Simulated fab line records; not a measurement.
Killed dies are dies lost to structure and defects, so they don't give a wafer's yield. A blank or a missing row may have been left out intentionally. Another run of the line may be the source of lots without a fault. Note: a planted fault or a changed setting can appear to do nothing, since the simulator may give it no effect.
Tool commonality check	flow nand_harc	12 lots and 36 wafers in the sample

== WHY IT WAS OPENED ==
Flagged at NHARC_P_GATE_CD_MEAS_91: reading cd_nm, on 1 of 12 lots. No-fault wafers: 2000.2 nm, standard deviation 1.5.
Rule: a lot is flagged when every wafer of it that has a number lies more than 4 standard deviations from that mean, or none has a number. As for the other lots, they are considered sound.

lot	measured	on	cd_nm (nm), wafer by wafer	flag
L995	day 7 02:32	cd_sem-02	2000.8 2003.5 2001.7	
L992	day 7 04:18	cd_sem-01	2000.1 1999.1 2000.5	
L996	day 7 08:52	cd_sem-02	1968.0 1967.9 1968.3	FLAGGED
L105	day 11 22:55	cd_sem-03	1997.8 1999.1 2000.8	
L106	day 11 23:22	cd_sem-03	1999.9 1999.1 2000.7	
L107	day 12 11:58	cd_sem-03	2002.8 2002.4 2000.5	
L108	day 12 14:10	cd_sem-01	1998.6 2000.0 1998.4	
L111	day 13 08:31	cd_sem-01	1998.8 1999.4 1999.5	
L112	day 13 21:41	cd_sem-03	2001.1 2000.3 2000.6	
L113	day 14 14:08	cd_sem-02	2001.8 1999.6 2000.5	
L114	day 14 18:13	cd_sem-03	1999.3 1997.6 2000.5	
L115	day 15 05:26	cd_sem-01	2002.2 2000.3 2000.0	
The mean of the flagged lots' numbers is 1968.1 nm, -32.1 nm from the usual (-21 standard deviations).

== WHICH TOOL EACH LOT WENT THROUGH ==
The record holds 3 process steps before the reading, out of a route of 1302 steps. Each cell gives the tool, then ch followed by the chambers the sampled wafers passed through, then the start.
lot	flag	NHARC_P_GATE_ETCH_32	NHARC_P_GATE_STRIP_112	NHARC_P_GATE_EXPOSE_88
L995		rie_si-02 ch 1,2, day 6 11:38	plasma_asher-02 ch 0,1, day 7 01:22	krf_scanner-01 ch 0, day 7 02:23
L992		rie_si-03 ch 0,2,3, day 6 13:40	plasma_asher-01 ch 0,1, day 7 03:14	krf_scanner-04 ch 0, day 7 04:10
L996	FLAGGED	rie_si-02 ch 0,1,2, day 6 14:07	plasma_asher-02 ch 0,1, day 7 07:44	krf_scanner-01 ch 0, day 7 08:43
L105		rie_si-02 ch 0,1, day 11 06:08	plasma_asher-02 ch 0,1, day 11 21:47	krf_scanner-01 ch 0, day 11 22:46
L106		rie_si-03 ch 0,2,3, day 11 06:53	plasma_asher-01 ch 0,1, day 11 22:11	krf_scanner-04 ch 0, day 11 23:12
L107		rie_si-02 ch 1,2,3, day 11 19:08	plasma_asher-01 ch 0,1, day 12 10:46	krf_scanner-01 ch 0, day 12 11:48
L108		rie_si-03 ch 2,3, day 11 23:24	plasma_asher-02 ch 0,1, day 12 12:59	krf_scanner-03 ch 0, day 12 14:01
L111		rie_si-04 ch 0,1,2, day 12 17:29	plasma_asher-02 ch 0,1, day 13 07:20	krf_scanner-04 ch 0, day 13 08:22
L112		rie_si-04 ch 1,2, day 13 06:59	plasma_asher-02 ch 0,1, day 13 20:43	krf_scanner-04 ch 0, day 13 21:32
L113		rie_si-04 ch 0,3, day 13 23:22	plasma_asher-01 ch 0,1, day 14 13:02	krf_scanner-01 ch 0, day 14 13:59
L114		rie_si-03 ch 0,1, day 14 03:23	plasma_asher-01 ch 0,1, day 14 17:07	krf_scanner-04 ch 0, day 14 18:04
L115		rie_si-02 ch 0,2,3, day 14 14:49	plasma_asher-01 ch 0, day 15 04:17	krf_scanner-03 ch 0, day 15 05:16
What is done by these steps:
- NHARC_P_GATE_ETCH_32: etches the open film in HBr/Cl2, target depth 150 nm, time 100.1 s.
- NHARC_P_GATE_STRIP_112: strips in N2/H2, time 200 s.
- NHARC_P_GATE_EXPOSE_88: exposes mask P HVN, target cd 2000 nm.
- NHARC_P_GATE_CD_MEAS_91: target cd 2000 nm.

== FLAGGED OVER TOTAL, TOOL BY TOOL (the gauges that took the reading come last) ==
step	tool	lots run	flagged	share of the flagged lots	sound lots run after its first flagged lot
NHARC_P_GATE_ETCH_32	rie_si-02	5	1	all	3 (L105,L107,L115)
NHARC_P_GATE_ETCH_32	rie_si-03	4	0	none	-
NHARC_P_GATE_ETCH_32	rie_si-04	3	0	none	-
NHARC_P_GATE_STRIP_112	plasma_asher-01	6	0	none	-
NHARC_P_GATE_STRIP_112	plasma_asher-02	6	1	all	4 (L105,L108,L111,L112)
NHARC_P_GATE_EXPOSE_88	krf_scanner-01	5	1	all	3 (L105,L107,L113)
NHARC_P_GATE_EXPOSE_88	krf_scanner-03	2	0	none	-
NHARC_P_GATE_EXPOSE_88	krf_scanner-04	5	0	none	-
NHARC_P_GATE_CD_MEAS_91	cd_sem-01	4	0	none	-
NHARC_P_GATE_CD_MEAS_91	cd_sem-02	3	1	all	1 (L113)
NHARC_P_GATE_CD_MEAS_91	cd_sem-03	5	0	none	-

== WHAT THE TABLE PERMITS ==
4 rows of the table ran every flagged lot: rie_si-02 at NHARC_P_GATE_ETCH_32, plasma_asher-02 at NHARC_P_GATE_STRIP_112, krf_scanner-01 at NHARC_P_GATE_EXPOSE_88, cd_sem-02 at NHARC_P_GATE_CD_MEAS_91.
- rie_si-02 at NHARC_P_GATE_ETCH_32 ran 5 lots, 1 of them flagged. Sound lots ran on it after the first flagged one (L105, L107, L115), which a lasting fault on the whole tool wouldn't allow.
- plasma_asher-02 at NHARC_P_GATE_STRIP_112 ran 6 lots, 1 of them flagged. Sound lots ran on it after the first flagged one (L105, L108, L111, L112), which a lasting fault on the whole tool wouldn't allow.
- krf_scanner-01 at NHARC_P_GATE_EXPOSE_88 ran 5 lots, 1 of them flagged. Sound lots ran on it after the first flagged one (L105, L107, L113), which a lasting fault on the whole tool wouldn't allow.
- cd_sem-02 at NHARC_P_GATE_CD_MEAS_91 ran 3 lots, 1 of them flagged. Sound lots ran on it after the first flagged one (L113), which a lasting fault on the whole tool wouldn't allow.
None of the table's rows ran every flagged lot and, after the first, no sound lot.

== WHAT THE SIMULATOR HAD PUT IN ==
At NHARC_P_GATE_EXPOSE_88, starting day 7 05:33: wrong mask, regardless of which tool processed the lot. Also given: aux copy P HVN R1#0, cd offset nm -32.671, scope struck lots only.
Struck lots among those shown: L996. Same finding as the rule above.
